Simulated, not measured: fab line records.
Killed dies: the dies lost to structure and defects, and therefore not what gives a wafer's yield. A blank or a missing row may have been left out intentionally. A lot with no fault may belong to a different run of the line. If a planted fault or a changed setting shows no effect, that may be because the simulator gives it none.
Chamber matching	flow n5-finfet	N5_DUMMY_GATE_HM_OPEN_21 on rie-diel-05: 4 sister chambers
The step chemistry CH3F/O2, target SiNx, target depth 120 nm, time 171.4 s. 14 wafers are shown with their chamber, then 7 later ones without.

EACH WAFER AND ITS CHAMBER
wafer	chamber	drypump-motor-current-A (A)	throttle-valve-pct (%)	showerhead-plenum-p-Torr (Torr)
L076.1	2	6.4	16.34	2.11
L076.2	0	5.3	16.20	2.12
L076.3	1	5.1	16.66	2.12
L080.2	1	5.1	16.65	2.12
L080.3	0	5.3	16.22	2.11
L080.4	3	6.0	16.67	2.03
L085.1	1	5.1	16.69	2.11
L085.2	0	5.3	16.25	2.11
L085.6	2	6.3	16.38	2.10
L086.3	1	5.1	16.68	2.11
L086.4	2	6.4	16.37	2.10
L086.5	0	5.3	16.22	2.11
L087.3	1	5.1	16.70	2.11
L087.4	2	6.4	16.39	2.10

SIGNATURES, as means of the wafers listed above
reading	chamber 0	chamber 1	chamber 2	chamber 3	scatter within a chamber
drypump-motor-current-A	5.300	5.100	6.375	6.000	0.0274
throttle-valve-pct	16.2225	16.6760	16.3700	16.6700	0.021
showerhead-plenum-p-Torr	2.1125	2.1140	2.1025	2.0300	0.0052
Rule: for each reading, subtract the chamber's mean from the wafer's reading, divide by that reading's scatter and square the result; add these up over the readings and take the root, which gives the wafer's distance from the chamber. If the next closest chamber is less than 2 further off than the closest, the wafer can't be placed; otherwise it belongs to the closest. The scatter is the square root of a quotient: the sum, over the shown wafers, of each reading's squared deviation from its chamber's mean, divided by wafers minus chambers.

WAFERS WITH NO CHAMBER GIVEN
wafer	drypump-motor-current-A (A)	throttle-valve-pct (%)	showerhead-plenum-p-Torr (Torr)
L087.5	5.1	16.70	2.11
L092.1	6.3	16.40	2.10
L092.2	6.1	16.70	2.02
L092.5	6.1	16.71	2.02
L097.2	5.3	16.27	2.10
L097.4	6.4	16.43	2.10
L097.5	5.3	16.27	2.10

THE CHAMBER EACH PASSED THROUGH
wafer	from the rows above	in truth
L087.5	1	1
L092.1	2	2
L092.2	3	3
L092.5	3	3
L097.2	0	0
L097.4	2	2
L097.5	0	0
Placed correctly: 7 of 7. Not placeable from these rows: 0. Wrongly placed: 0.
